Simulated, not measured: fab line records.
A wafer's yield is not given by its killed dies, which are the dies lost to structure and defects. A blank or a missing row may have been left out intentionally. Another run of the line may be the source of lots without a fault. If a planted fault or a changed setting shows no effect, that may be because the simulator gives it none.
fab line records | flow n5_finfet
record: lots: 6 | wafers: 18 | last_day: 15
route steps=1938 shown BEOL_M3@994 BEOL_M4@1021 PASSIVATION@1936
lots that met no fault: from a run of the same line without faults
start_h: the number of hours between the record's first day and the start of the first shown wafer of the lot | wait_h: time in hours since the lot's previous step | " the same as in the row above | L1.1+2: a row that stands for several wafers | - no value present, or no start provided | * or withheld: withheld | < > ~ a bound
route shown NAME@n: a module of which the file shows steps, and the number in the route of the first | usual: average and standard deviation across the fault-free wafers | same: alike in all rows | chamber/n: place in a boat | sites: per-site readings | _std_site: standard deviation of those values | _edge_site: outer sites' mean less inner sites' | radius_mm: how far each site lies from the wafer's centre | mask NAME#n: copy n | behind: tool/chamber where the wafer was last shaped | hold: why the lot was held/for how many hours/how that ended | device: names the non-switching transistor (n, p or np) | end of line: the same wafers' tests at the end of the route | where a step has no rows: the recipe by itself | killed: not the wafer's yield, but the dies lost to structure and defects at the first sort | map: a wafer's dies, marking killed ones x, the rest . and places with no die _
set.NAME: setting as actually run; set.NAME@STEP: the setting as run at that earlier step | model.NAME: the simulator's own value behind a step, which no gauge read
lots at selected steps of the route; one table per step, one row per wafer
== steps ==
step: N5_BEOL_M3_SPUTTER_48
recipe: material: Cu | target_thk_a: 45 | temp_c: -20 | chamber_pressure_pa: 0.07 | power_w: withheld | time_s: 8.29
step: N5_BEOL_M3_ANNEAL_49
recipe: temp_c: 400 | time_s: 240 | ambient: vacuum
step: N5_BEOL_M3_SPUTTER_79
recipe: material: Cu | target_thk_a: 45 | temp_c: -20 | chamber_pressure_pa: 0.07 | power_w: withheld | time_s: 8.29
step: N5_BEOL_M3_ANNEAL_80
recipe: temp_c: 400 | time_s: 240 | ambient: vacuum
usual: heater_power_w: 802/52
same: time_s: 240
lot.wafer | tool           | chamber | start_h | wait_h | heater_power_w
L977.1    | pvd_sputter-01 | -       | 151.08  | 0.0    | 816
L977.2    | "              | -       | "       | "      | 828
L977.4    | "              | -       | "       | "      | 754
L978.1    | pvd_sputter-03 | -       | 151.54  | 0.0    | 910
L978.2    | "              | -       | "       | "      | 851
L978.5    | "              | -       | "       | "      | 919
L981.2    | pvd_sputter-01 | -       | 181.85  | 0.0    | 817
L981.4    | "              | -       | "       | "      | 772
L981.5    | "              | -       | "       | "      | 787
L990.1    | pvd_sputter-01 | -       | 230.64  | 0.0    | 802
L990.2    | "              | -       | "       | "      | 817
L990.6    | "              | -       | "       | "      | 825
L991.2    | pvd_sputter-01 | -       | 235.70  | 0.0    | 831
L991.4    | "              | -       | "       | "      | 863
L991.6    | "              | -       | "       | "      | 791
L993.1    | pvd_sputter-01 | -       | 247.18  | 0.0    | 757
L993.3    | "              | -       | "       | "      | 818
L993.4    | "              | -       | "       | "      | 825
step: N5_BEOL_M3_SPUTTER_81
recipe: material: Cu | target_thk_a: 45 | temp_c: -20 | chamber_pressure_pa: 0.07 | power_w: withheld | time_s: 8.29
step: N5_BEOL_M3_ANNEAL_82
recipe: temp_c: 400 | time_s: 240 | ambient: vacuum
step: N5_BEOL_M3_SPUTTER_86
recipe: material: Cu | target_thk_a: 45 | temp_c: -20 | chamber_pressure_pa: 0.07 | power_w: withheld | time_s: 8.29
step: N5_BEOL_M3_ANNEAL_87
recipe: temp_c: 400 | time_s: 240 | ambient: vacuum
usual: heater_power_w: 801/53
same: time_s: 240
lot.wafer | tool           | chamber | start_h | wait_h | heater_power_w
L977.1    | pvd_sputter-01 | -       | 151.52  | 0.0    | 794
L977.2    | "              | -       | "       | "      | 808
L977.4    | "              | -       | "       | "      | 756
L978.1    | pvd_sputter-03 | -       | 151.98  | 0.0    | 933
L978.2    | "              | -       | "       | "      | 862
L978.5    | "              | -       | "       | "      | 952
L981.2    | pvd_sputter-01 | -       | 182.29  | 0.0    | 854
L981.4    | "              | -       | "       | "      | 749
L981.5    | "              | -       | "       | "      | 800
L990.1    | pvd_sputter-01 | -       | 231.08  | 0.0    | 805
L990.2    | "              | -       | "       | "      | 821
L990.6    | "              | -       | "       | "      | 824
L991.2    | pvd_sputter-01 | -       | 236.14  | 0.0    | 815
L991.4    | "              | -       | "       | "      | 858
L991.6    | "              | -       | "       | "      | 803
L993.1    | pvd_sputter-01 | -       | 247.62  | 0.0    | 747
L993.3    | "              | -       | "       | "      | 816
L993.4    | "              | -       | "       | "      | 830
step: N5_BEOL_M3_SPUTTER_88
recipe: material: Cu | target_thk_a: 45 | temp_c: -20 | chamber_pressure_pa: 0.07 | power_w: withheld | time_s: 8.29
step: N5_BEOL_M3_ANNEAL_89
recipe: temp_c: 400 | time_s: 240 | ambient: vacuum
step: N5_BEOL_M3_SPUTTER_90
recipe: material: Cu | target_thk_a: 45 | temp_c: -20 | chamber_pressure_pa: 0.07 | power_w: withheld | time_s: 8.29
usual: throttle_valve_pct: 30.0/1.1
same: time_s: 8.29
lot.wafer | tool           | chamber | start_h | wait_h | throttle_valve_pct
L977.1    | pvd_sputter-01 | -       | 151.88  | 0.1    | 31.1
L977.2    | "              | -       | "       | "      | 30.7
L977.4    | "              | -       | "       | "      | 28.9
L978.1    | pvd_sputter-03 | -       | 152.34  | 0.1    | 30.5
L978.2    | "              | -       | "       | "      | 31.6
L978.5    | "              | -       | "       | "      | 30.4
L981.2    | pvd_sputter-01 | -       | 182.65  | 0.1    | 29.7
L981.4    | "              | -       | "       | "      | 28.6
L981.5    | "              | -       | "       | "      | 31.3
L990.1    | pvd_sputter-01 | -       | 231.44  | 0.1    | 30.5
L990.2    | "              | -       | "       | "      | 29.3
L990.6    | "              | -       | "       | "      | 29.6
L991.2    | pvd_sputter-01 | -       | 236.50  | 0.1    | 30.9
L991.4    | "              | -       | "       | "      | 29.7
L991.6    | "              | -       | "       | "      | 31.0
L993.1    | pvd_sputter-01 | -       | 247.98  | 0.1    | 28.9
L993.3    | "              | -       | "       | "      | 30.7
L993.4    | "              | -       | "       | "      | 29.3
step: N5_BEOL_M3_ANNEAL_91
recipe: temp_c: 400 | time_s: 240 | ambient: vacuum
step: N5_BEOL_M3_SPUTTER_92
recipe: material: Cu | target_thk_a: 45 | temp_c: -20 | chamber_pressure_pa: 0.07 | power_w: withheld | time_s: 8.29
usual: throttle_valve_pct: 30.0/1.1
same: time_s: 8.29
lot.wafer | tool           | chamber | start_h | wait_h | throttle_valve_pct
L977.1    | pvd_sputter-01 | -       | 152.10  | 0.1    | 31.2
L977.2    | "              | -       | "       | "      | 30.7
L977.4    | "              | -       | "       | "      | 28.9
L978.1    | pvd_sputter-03 | -       | 152.56  | 0.1    | 30.5
L978.2    | "              | -       | "       | "      | 31.9
L978.5    | "              | -       | "       | "      | 30.2
L981.2    | pvd_sputter-01 | -       | 182.87  | 0.1    | 29.6
L981.4    | "              | -       | "       | "      | 28.9
L981.5    | "              | -       | "       | "      | 31.2
L990.1    | pvd_sputter-01 | -       | 231.66  | 0.1    | 30.5
L990.2    | "              | -       | "       | "      | 29.1
L990.6    | "              | -       | "       | "      | 29.6
L991.2    | pvd_sputter-01 | -       | 236.72  | 0.1    | 30.6
L991.4    | "              | -       | "       | "      | 29.6
L991.6    | "              | -       | "       | "      | 31.2
L993.1    | pvd_sputter-01 | -       | 248.20  | 0.1    | 29.0
L993.3    | "              | -       | "       | "      | 30.6
L993.4    | "              | -       | "       | "      | 29.2
step: N5_BEOL_M3_ANNEAL_93
recipe: temp_c: 400 | time_s: 240 | ambient: vacuum
step: N5_BEOL_M3_SPUTTER_94
recipe: material: Cu | target_thk_a: 45 | temp_c: -20 | chamber_pressure_pa: 0.07 | power_w: withheld | time_s: 8.29
usual: throttle_valve_pct: 30.0/1.1
same: time_s: 8.29
lot.wafer | tool           | chamber | start_h | wait_h | throttle_valve_pct
L977.1    | pvd_sputter-01 | -       | 152.32  | 0.1    | 31.1
L977.2    | "              | -       | "       | "      | 30.7
L977.4    | "              | -       | "       | "      | 29.0
L978.1    | pvd_sputter-03 | -       | 152.78  | 0.1    | 30.4
L978.2    | "              | -       | "       | "      | 32.1
L978.5    | "              | -       | "       | "      | 30.4
L981.2    | pvd_sputter-01 | -       | 183.09  | 0.1    | 29.6
L981.4    | "              | -       | "       | "      | 28.8
L981.5    | "              | -       | "       | "      | 31.1
L990.1    | pvd_sputter-01 | -       | 231.88  | 0.1    | 30.7
L990.2    | "              | -       | "       | "      | 29.5
L990.6    | "              | -       | "       | "      | 29.3
L991.2    | pvd_sputter-01 | -       | 236.94  | 0.1    | 30.5
L991.4    | "              | -       | "       | "      | 29.3
L991.6    | "              | -       | "       | "      | 31.2
L993.1    | pvd_sputter-01 | -       | 248.42  | 0.1    | 29.2
L993.3    | "              | -       | "       | "      | 30.6
L993.4    | "              | -       | "       | "      | 29.3
step: N5_BEOL_M3_ANNEAL_95
recipe: temp_c: 400 | time_s: 240 | ambient: vacuum
step: N5_BEOL_M3_SPUTTER_96
recipe: material: Cu | target_thk_a: 45 | temp_c: -20 | chamber_pressure_pa: 0.07 | power_w: withheld | time_s: 8.29
step: N5_BEOL_M3_ECD_50
recipe: material: Cu | target_thk_a: 3000
step: N5_BEOL_M3_ANNEAL_51
recipe: temp_c: 225 | time_s: 90 | ambient: N2
usual: wafer_temp_C_max: 226.0/0.45
same: time_s: 90
lot.wafer | tool          | chamber | start_h | wait_h | wafer_temp_C_max
L977.1    | rtp_anneal-02 | 0       | 152.74  | 0.1    | 225.9
L977.2    | "             | 0       | "       | "      | 225.7
L977.4    | "             | 0       | "       | "      | 225.5
L978.1    | rtp_anneal-02 | 0       | 153.20  | 0.1    | 225.9
L978.2    | "             | 0       | "       | "      | 225.6
L978.5    | "             | 0       | "       | "      | 225.8
L981.2    | rtp_anneal-02 | 0       | 183.86  | 0.4    | 225.4
L981.4    | "             | 0       | "       | "      | 225.5
L981.5    | "             | 0       | "       | "      | 225.6
L990.1    | rtp_anneal-02 | 0       | 232.30  | 0.1    | 225.6
L990.2    | "             | 0       | "       | "      | 225.3
L990.6    | "             | 0       | "       | "      | 225.7
L991.2    | rtp_anneal-02 | 0       | 237.95  | 0.7    | 225.7
L991.4    | "             | 0       | "       | "      | 225.8
L991.6    | "             | 0       | "       | "      | 225.9
L993.1    | rtp_anneal-01 | 0       | 248.83  | 0.1    | 226.4
L993.3    | "             | 0       | "       | "      | 226.4
L993.4    | "             | 0       | "       | "      | 226.2
step: N5_BEOL_M3_CMP_52
recipe: stop_on: SiOC | t_overpolish_s: 6.8 | down_force_psi: 1 | platen_rpm: 50 | clearing_platen_down_force_psi: 1.5 | clearing_platen_rpm: 50 | post_cmp_clean: cu_alkaline | target_thk_nm: 40 | clearing_platen_pad_velocity_m_s: 0.99484 | pad_velocity_m_s: 0.99484
step: N5_BEOL_M3_PRE_CLEAN_60
recipe: gas: NH3/H2 | time_s: 15 | temp_c: * | rf_power_w: 300
step: N5_BEOL_M3_CO_CAP_55
recipe: material: Co | target_thk_a: 20 | temp_c: 200 | precursor: CCTBA/H2 | pressure_torr: 30 | time_s: 102.1
step: N5_BEOL_M3_PRE_CLEAN_56
recipe: gas: NH3 | time_s: 15 | temp_c: withheld | rf_power_w: 300
step: N5_BEOL_M3_DEP_57
recipe: material: SiCN | target_thk_a: 80 | temp_c: withheld | precursor: 3MS/NH3 | pressure_torr: 3 | rf_w: 202 | time_s: 14
step: N5_BEOL_M3_RS_MEAS_58
recipe: thk_meas_gauge: four-point-probe | reads: Co_of_BEOL_M3_CO_CAP_55+Cu_of_BEOL_M3_ECD_50+Co_of_BEOL_M3_CVD_47+TaN_of_BEOL_M3_ALD_84
usual: M3_RS: 0.68/0.037
lot.wafer | tool          | chamber | start_h | wait_h | M3_RS[ohm/sq]
L977.1    | film_metro-02 | -       | 153.60  | 0.1    | 0.69
L977.2    | "             | -       | "       | "      | 0.66
L977.4    | "             | -       | "       | "      | 0.67
L978.1    | film_metro-02 | -       | 154.07  | 0.1    | 0.66
L978.2    | "             | -       | "       | "      | 0.66
L978.5    | "             | -       | "       | "      | 0.65
L981.2    | film_metro-01 | -       | 184.93  | 0.1    | 0.67
L981.4    | "             | -       | "       | "      | 0.67
L981.5    | "             | -       | "       | "      | 0.67
L990.1    | film_metro-02 | -       | 233.15  | 0.0    | 0.68
L990.2    | "             | -       | "       | "      | 0.67
L990.6    | "             | -       | "       | "      | 0.66
L991.2    | film_metro-02 | -       | 238.77  | 0.1    | 0.65
L991.4    | "             | -       | "       | "      | 0.66
L991.6    | "             | -       | "       | "      | 0.63
L993.1    | film_metro-01 | -       | 249.69  | 0.0    | 0.72
L993.3    | "             | -       | "       | "      | 0.72
L993.4    | "             | -       | "       | "      | 0.71
step: N5_BEOL_M4_ILD_DEP_00
recipe: material: SiOC | target_thk_a: 790 | temp_c: 350 | precursor: DEMS/O2 | pressure_torr: 5 | rf_w: 500 | time_s: 15.3
step: N5_BEOL_M4_THK_MEAS_01
recipe: reads: SiOC_of_BEOL_M4_ILD_DEP_00
usual: M4_ILD_THK: 79.4/1
lot.wafer | tool          | chamber | start_h | wait_h | M4_ILD_THK[nm]
L977.1    | film_metro-02 | -       | 153.73  | 0.0    | 79.0
L977.2    | "             | -       | "       | "      | 80.0
L977.4    | "             | -       | "       | "      | 80.2
L978.1    | film_metro-01 | -       | 154.20  | 0.0    | 80.0
L978.2    | "             | -       | "       | "      | 80.4
L978.5    | "             | -       | "       | "      | 81.7
L981.2    | film_metro-01 | -       | 185.06  | 0.1    | 79.5
L981.4    | "             | -       | "       | "      | 79.9
L981.5    | "             | -       | "       | "      | 80.3
L990.1    | film_metro-02 | -       | 233.30  | 0.1    | 77.7
L990.2    | "             | -       | "       | "      | 79.3
L990.6    | "             | -       | "       | "      | 78.4
L991.2    | film_metro-02 | -       | 238.90  | 0.1    | 78.9
L991.4    | "             | -       | "       | "      | 79.4
L991.6    | "             | -       | "       | "      | 80.9
L993.1    | film_metro-02 | -       | 249.82  | 0.0    | 78.2
L993.3    | "             | -       | "       | "      | 79.1
L993.4    | "             | -       | "       | "      | 79.9
step: N5_BEOL_M4_PECVD_72
recipe: material: SiO2 | target_thk_a: 160 | temp_c: 400 | precursor: TEOS/O2 | pressure_torr: 5.5 | rf_w: 450 | teos_flow_sccm: 53.8 | gas: O2 | flow_sccm: 3000 | time_s: 18
step: N5_BEOL_M4_HM_DEP_02
recipe: material: TiN | target_thk_a: 200 | temp_c: 25 | chamber_pressure_pa: 0.49996
step: N5_BEOL_M4_COAT_61
recipe: resist: SOC | temp_c: 250 | time_s: 60 | spin_rpm: 1500 | resist_thk_nm: 60
step: N5_BEOL_M4_COAT_62
recipe: resist: SiARC | temp_c: 220 | time_s: 60 | spin_rpm: 1500 | resist_thk_nm: 12
step: N5_BEOL_M4_COAT_73
recipe: resist: underlayer | temp_c: 205 | time_s: 60 | spin_rpm: 1500 | resist_thk_nm: 5
step: N5_BEOL_M4_COAT_05
recipe: resist: CAR-EUV | spin_rpm: 1500 | resist_thk_nm: 30
step: N5_BEOL_M4_EBR_07
recipe: solvent: PGMEA | ebr_width_mm: 1.5
step: N5_BEOL_M4_SOFTBAKE_06
recipe: temp_c: 110 | time_s: 60 | resist: CAR-EUV
step: N5_BEOL_M4_EXPOSE_08
recipe: mask_id: M4 | na: 0.33 | source_shape: dipole | sigma_inner: 0.369 | sigma_outer: 0.767 | polarization: unpolarized | dose_mj: 41.25
step: N5_BEOL_M4_PEB_09
recipe: peb_temp_c: 100 | peb_time_s: 60 | resist: CAR-EUV
step: N5_BEOL_M4_DEVELOP_10
recipe: develop_time_s: 30 | developer: TMAH | resist: CAR-EUV | rinse_liquid: surfactant_rinse | dry: air_spin | dev_temp_c: 23
step: N5_BEOL_M4_CD_MEAS_11
recipe: target_cd_nm: 16.79 | landing_energy_ev: 500 | detector: se_inlens | polarity: opening
usual: cd_nm: 16.80/0.22
lot.wafer | tool      | chamber | start_h | wait_h | cd_nm
L977.1    | cd_sem-02 | 0       | 154.71  | -      | 16.88
L977.2    | "         | 0       | "       | "      | 17.06
L977.4    | "         | 0       | "       | "      | 17.17
L978.1    | cd_sem-01 | 0       | 154.88  | -      | 16.69
L978.2    | "         | 0       | "       | "      | 16.75
L978.5    | "         | 0       | "       | "      | 16.65
L981.2    | cd_sem-02 | 0       | 185.66  | -      | 16.71
L981.4    | "         | 0       | "       | "      | 16.57
L981.5    | "         | 0       | "       | "      | 16.51
L990.1    | cd_sem-02 | 0       | 236.37  | -      | 16.29
L990.2    | "         | 0       | "       | "      | 17.01
L990.6    | "         | 0       | "       | "      | 16.62
L991.2    | cd_sem-03 | 0       | 240.11  | -      | 16.79
L991.4    | "         | 0       | "       | "      | 16.85
L991.6    | "         | 0       | "       | "      | 17.03
L993.1    | cd_sem-02 | 0       | 250.79  | -      | 16.71
L993.3    | "         | 0       | "       | "      | 16.65
L993.4    | "         | 0       | "       | "      | 16.52
step: N5_BEOL_M4_OVL_MEAS_12
recipe: points_per_wafer: 522
usual: M4_OVL: 0.7/0.74
same: points_per_wafer: 522
lot.wafer | tool       | chamber | start_h | wait_h | M4_OVL[nm]
L977.1    | overlay-02 | 0       | 154.74  | 0.0    | 1.1
L977.2    | "          | 0       | "       | "      | 0.4
L977.4    | "          | 0       | "       | "      | 0.9
L978.1    | overlay-02 | 0       | 154.91  | 0.0    | 0.5
L978.2    | "          | 0       | "       | "      | 0.4
L978.5    | "          | 0       | "       | "      | 1.4
L981.2    | overlay-01 | 0       | 185.70  | 0.0    | 0.6
L981.4    | "          | 0       | "       | "      | 1.0
L981.5    | "          | 0       | "       | "      | 0.7
L990.1    | overlay-01 | 0       | 236.40  | 0.0    | 0.0
L990.2    | "          | 0       | "       | "      | -0.1
L990.6    | "          | 0       | "       | "      | 0.7
L991.2    | overlay-01 | 0       | 240.15  | 0.0    | -0.4
L991.4    | "          | 0       | "       | "      | -0.5
L991.6    | "          | 0       | "       | "      | -0.2
L993.1    | overlay-02 | 0       | 250.82  | 0.0    | 1.8
L993.3    | "          | 0       | "       | "      | 2.0
L993.4    | "          | 0       | "       | "      | 1.8
step: N5_PASSIVATION_PROBE_49
usual: defect_limited_yield: 90.9/1.5 | killed_at_M0_to_M3: 36/9.9 | killed_at_M4_up: 13/4.5 | killed_at_contacts: 13/6.4 | killed_at_front_end: 42/12 | killed_at_other: 3.4/3 | killed_dies: 107/18 | killed_on_rim: 14/4.3 | killed_open: 69/13 | killed_short: 35/8.2 | sort_bin_5_function: 5.3/1.1 | sort_bin_6_memory: 3.4/0.69 | sort_bin_8_speed: 0.00/0.0071 | sort_n_pass: 1073/18 | sort_yield_pct: 90.9/1.5
same: gross_dies: 1180 | killed_at_back_side: 0 | sort_bin_4_leakage[%]: 0
lot.wafer | tool      | chamber | start_h | wait_h | defect_limited_yield[%] | killed_at_M0_to_M3 | killed_at_M4_up | killed_at_contacts | killed_at_front_end | killed_at_other | killed_dies | killed_on_rim | killed_open | killed_short | sort_bin_5_function[%] | sort_bin_6_memory[%] | sort_bin_8_speed[%] | sort_n_pass | sort_yield_pct[%]
L978.1    | prober-01 | -       | 258.60  | 0.0    | 88.4                    | 60                 | 17              | 5                  | 54                  | 1               | 137         | 18            | 78          | 58           | 8.1                    | 3.5                  | 0                   | 1043        | 88.4
L978.2    | prober-01 | -       | 258.65  | 0.1    | 89.6                    | 58                 | 6               | 15                 | 43                  | 1               | 123         | 26            | 82          | 40           | 6.4                    | 3.5                  | 0                   | 1057        | 89.6
L978.5    | prober-01 | -       | 258.80  | 0.2    | 91.4                    | 46                 | 6               | 13                 | 34                  | 2               | 101         | 15            | 61          | 40           | 5.3                    | 3.1                  | 0                   | 1079        | 91.4
L981.2    | prober-02 | -       | 294.84  | 0.1    | 94.1                    | 23                 | 12              | 7                  | 23                  | 5               | 70          | 12            | 47          | 22           | 4.0                    | 1.8                  | 0                   | 1110        | 94.1
L981.4    | prober-02 | -       | 294.94  | 0.2    | 93.6                    | 34                 | 6               | 5                  | 26                  | 4               | 75          | 6             | 47          | 28           | 3.2                    | 2.8                  | 0                   | 1105        | 93.6
L981.5    | prober-02 | -       | 294.99  | 0.2    | 92.5                    | 34                 | 9               | 7                  | 36                  | 3               | 89          | 13            | 60          | 29           | 3.8                    | 3.4                  | 0                   | 1091        | 92.5
L990.1    | prober-02 | -       | 343.95  | 0.0    | 94.0                    | 27                 | 6               | 5                  | 30                  | 3               | 71          | 2             | 45          | 24           | 3.8                    | 2.2                  | 0                   | 1109        | 94.0
L990.2    | prober-02 | -       | 344.00  | 0.1    | 94.4                    | 18                 | 11              | 8                  | 26                  | 3               | 66          | 9             | 48          | 16           | 2.5                    | 2.8                  | 0                   | 1114        | 94.4
L990.6    | prober-02 | -       | 344.20  | 0.3    | 92.4                    | 37                 | 8               | 5                  | 37                  | 3               | 90          | 20            | 57          | 27           | 3.5                    | 3.2                  | 0                   | 1090        | 92.4
L991.2    | prober-01 | -       | 352.13  | 0.1    | 84.7                    | 127                | 13              | 9                  | 27                  | 4               | 180         | 29            | 62          | 23           | 7.8                    | 3.4                  | 0                   | 1000        | 84.7
L991.4    | prober-01 | -       | 352.23  | 0.2    | 80.5                    | 169                | 12              | 10                 | 38                  | 1               | 230         | 28            | 64          | 45           | 11.0                   | 4.1                  | 0                   | 950         | 80.5
L991.6    | prober-01 | -       | 352.33  | 0.3    | 80.8                    | 174                | 7               | 8                  | 36                  | 2               | 227         | 12            | 53          | 23           | 10.9                   | 4.3                  | 0                   | 953         | 80.8
L993.1    | prober-01 | -       | 354.01  | 0.0    | 80.3                    | 146                | 13              | 20                 | 51                  | 2               | 232         | 34            | 95          | 28           | 12.4                   | 4.1                  | 0                   | 948         | 80.3
L993.3    | prober-01 | -       | 354.11  | 0.1    | 83.4                    | 122                | 4               | 22                 | 42                  | 6               | 196         | 29            | 70          | 35           | 10.1                   | 3.6                  | 0                   | 984         | 83.4
L993.4    | prober-01 | -       | 354.16  | 0.2    | 80.1                    | 147                | 10              | 26                 | 49                  | 3               | 235         | 41            | 80          | 25           | 10.9                   | 4.5                  | 0                   | 945         | 80.1
killed by level:class
L978.1 BEOL_M0_SAQP:geometric_particle:short=30 FIN_SAQP:geometric_particle:open=18 BEOL_M0_SAQP:geometric_particle:open=14 BEOL_M4:geometric_particle:open=13 FIN_SAQP:geometric_particle:short=10 STI_FIN_REVEAL:geometric_particle:open=7 BEOL_M1:geometric_particle:open=7 DUMMY_GATE:geometric_particle:open=5
L978.2 BEOL_M0_SAQP:geometric_particle:open=18 BEOL_M0_SAQP:geometric_particle:short=17 MOL_CONTACT_COAG:geometric_particle:open=14 BEOL_M2:geometric_particle:open=10 FIN_SAQP:geometric_particle:open=8 STI_FIN_REVEAL:geometric_particle:open=8 BEOL_M4:geometric_particle:open=5 FIN_SAQP:geometric_particle:short=4
L978.5 BEOL_M0_SAQP:geometric_particle:short=21 BEOL_M0_SAQP:geometric_particle:open=17 MOL_CONTACT_COAG:geometric_particle:open=12 DUMMY_GATE:geometric_particle:open=9 FIN_SAQP:geometric_particle:short=7 FIN_SAQP:geometric_particle:open=5 GATE_CUT:geometric_particle:short=4 BEOL_M1:geometric_particle:open=3
L981.2 BEOL_M3:geometric_particle:open=9 FIN_SAQP:geometric_particle:open=6 BEOL_M2:geometric_particle:open=6 MOL_CONTACT_COAG:geometric_particle:open=5 BEOL_M4:geometric_particle:open=5 BEOL_M0_SAQP:geometric_particle:open=4 FIN_SAQP:geometric_particle:short=3 BEOL_M0_SAQP:geometric_particle:short=3
L981.4 BEOL_M0_SAQP:geometric_particle:short=15 BEOL_M0_SAQP:geometric_particle:open=12 DUMMY_GATE:geometric_particle:open=5 MOL_CONTACT_COAG:geometric_particle:open=5 STI_FIN_REVEAL:geometric_particle:open=4 BEOL_M3:geometric_particle:open=4 FIN_SAQP:geometric_particle:short=3 FIN_SAQP:geometric_particle:open=3
L981.5 DUMMY_GATE:geometric_particle:open=8 BEOL_M2:geometric_particle:open=8 BEOL_M0_SAQP:geometric_particle:short=7 STI_FIN_REVEAL:geometric_particle:open=6 MOL_CONTACT_COAG:geometric_particle:open=6 BEOL_M3:geometric_particle:open=6 FIN_SAQP:geometric_particle:open=5 BEOL_M0_SAQP:geometric_particle:open=5
L990.1 BEOL_M3:geometric_particle:open=13 STI_FIN_REVEAL:geometric_particle:open=8 GATE_CUT:geometric_particle:short=6 FIN_SAQP:geometric_particle:open=5 BEOL_M0_SAQP:geometric_particle:short=4 STARTING-WAFER:geometric_particle:short=4 MOL_CONTACT_COAG:geometric_particle:open=3 BEOL_M2:geometric_particle:open=3
L990.2 FIN_SAQP:geometric_particle:open=6 BEOL_M0_SAQP:geometric_particle:open=6 STI_FIN_REVEAL:geometric_particle:open=5 MOL_CONTACT_COAG:geometric_particle:open=5 BEOL_M0:geometric_particle:open=4 BEOL_M4:geometric_particle:open=4 GATE_CUT:geometric_particle:open=3 BEOL_M1:geometric_particle:open=3
L990.6 BEOL_M0_SAQP:geometric_particle:open=8 BEOL_M2:geometric_particle:open=7 STI_FIN_REVEAL:geometric_particle:open=6 GATE_CUT:geometric_particle:short=6 BEOL_M1:geometric_particle:open=6 BEOL_M0_SAQP:geometric_particle:short=6 BEOL_M3:geometric_particle:open=5 HKMG_FIN:area_etch=5
L991.2 BEOL_M3:unspecified=94 MOL_CONTACT_COAG:geometric_particle:open=9 BEOL_M0_SAQP:geometric_particle:open=9 BEOL_M2:geometric_particle:open=7 BEOL_M4:geometric_particle:open=7 FIN_SAQP:geometric_particle:short=5 BEOL_M1:geometric_particle:open=5 STI_FIN_REVEAL:geometric_particle:open=4
L991.4 BEOL_M3:unspecified=119 BEOL_M0_SAQP:geometric_particle:short=19 BEOL_M0_SAQP:geometric_particle:open=12 GATE_CUT:geometric_particle:short=10 BEOL_M1:geometric_particle:open=10 STI_FIN_REVEAL:geometric_particle:open=7 MOL_CONTACT_COAG:geometric_particle:open=6 FIN_SAQP:geometric_particle:open=5
L991.6 BEOL_M3:unspecified=150 STI_FIN_REVEAL:geometric_particle:open=17 BEOL_M0_SAQP:geometric_particle:short=8 MOL_CONTACT_COAG:geometric_particle:open=7 BEOL_M0_SAQP:geometric_particle:open=6 STI_FIN_REVEAL:geometric_particle:short=4 BEOL_M1:geometric_particle:open=4 FIN_SAQP:geometric_particle:open=3
L993.1 BEOL_M3:unspecified=108 FIN_SAQP:geometric_particle:open=28 MOL_CONTACT_COAG:geometric_particle:open=16 BEOL_M3:geometric_particle:open=9 BEOL_M0_SAQP:geometric_particle:short=9 BEOL_M1:geometric_particle:open=6 BEOL_M0_SAQP:geometric_particle:open=5 BEOL_M4:geometric_particle:open=4
L993.3 BEOL_M3:unspecified=91 MOL_CONTACT_COAG:geometric_particle:open=18 FIN_SAQP:geometric_particle:open=14 FIN_SAQP:geometric_particle:short=11 STI_FIN_REVEAL:geometric_particle:open=10 BEOL_M0_SAQP:geometric_particle:short=8 BEOL_M2:geometric_particle:open=8 BEOL_M1:geometric_particle:open=5
L993.4 BEOL_M3:unspecified=126 MOL_CONTACT_COAG:geometric_particle:open=23 FIN_SAQP:geometric_particle:open=9 STI_FIN_REVEAL:geometric_particle:open=9 BEOL_M3:geometric_particle:open=9 FIN_SAQP:geometric_particle:short=8 BEOL_M4:geometric_particle:open=5 STARTING-WAFER:geometric_particle:open=5
map L991.4 (x killed, . not)
_________________....x.......________________
______________...x...x...x......_____________
___________...x.....x......x.......__________
__________.................x..x...x._________
________.......x..x.............xxx.xx_______
_______x...........x....x......xxxxxxxx______
______.x......x..............x.x.xxxxxxx_____
_____.......................xx.xxxxxxxxxx____
____.......x...x.x........x....xxxxxxxxxxx___
___.....x......x...............xxxxxxxxxxxx__
___.......x...............x...xxxxxxxxxxxxx__
__.............x.............xxx.xxxxxxxxxxx_
__......x.........x.............x.xxxxxxxxxx_
_.........................x.....xxxxxxxxxxx.x
_...x.....x......x............x.x.xxxxxxxxx.x
_.x...x..............x.........x....xxx.xxxx.
_.........................x..xx..x..xx....x..
_.................x...x....x..xx..x..........
_......x...............x.......x......xx..x..
_..............x..x..........................
_................x...x.........xx.....x......
__............x.......x.........x......x...._
__....x..........x....x...x...........xxx..._
___.................x.......xx......x......__
___.........x...........................x..__
____........xxxx................x....x....___
_____..x................x............x..x____
______.....x...x...........x......x....._____
_______.......xx.......................______
________.......x..................x..._______
__________.........................._________
___________...xx.x.................__________
______________......x.....x....x_____________
_________________.........x..________________
map L993.4 (x killed, . not)
_________________.....x......________________
______________.x.............xx._____________
___________..............x........x__________
__________..x..x..x..........x.x.x.._________
________x.xx................x....x.xxx_______
_______.......x................xxxxxxxx______
______..........x.x.x........xx.x.xxxxxx_____
_____.....................x...xxxxxxxxxxx____
____.x....x.......x..........xxxxxxxxxxxxx___
___x.x.........................xxxxxxxxxxxx__
___x........x.................xxxxxxxxxxxxx__
__x.x.......x....x.............xxxxxxxxxxxxx_
__..............x................xxxxxxxxxxx_
_..............x..x..x......xx..xxxxxxxxxxxx.
_............xx.x............x..xxxxxxxxxx.x.
_....x............x..x.xx........xxx.xxx...x.
_....x....................x......x...xx......
_..x...........x..............x...........xx.
_...x.............x...............x..x......x
_x..........x..........................xx....
_............xx....................x.........
__......x............................x......_
__.........................x.............x.._
___.....x.......x.........x..........x.....__
___....x........x.......x........x.x.......__
____...x.....x................x.....x.....___
_____...........x.....x.................x____
______........x...x.....x........x......_____
_______x..........................xx.xx______
________......................x..xx..._______
__________x..........x.............._________
___________...x.x..........x.......__________
______________x.x...x..........._____________
_________________...x...x....________________
== key ==
first_sign: step: N5_PASSIVATION_PROBE_49 | reading: killed_at_M0_to_M3 | direction: up | sigmas: 11 | usual: 36 | struck: 148
effect: step: N5_PASSIVATION_PROBE_49 | reading: defect_limited_yield | direction: down | sigmas: 6.1 | usual: 90.9 | struck: 81.6
more_kills_born_at: N5_BEOL_M3_SPUTTER_92@pvd_sputter-01: 688
met_at N5_BEOL_M3_SPUTTER_92
struck_wafers L991.2,L991.4,L991.6,L993.1,L993.3,L993.4
onset_between 231.66 236.72
also_fits time
fault: kind: chamber_particle_source | tool: pvd_sputter-01 | chamber: - | onset_h: 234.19 | steps: N5_BEOL_M3_SPUTTER_92 | rate_per_visit_cm2: 1.9445 | end_h: 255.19
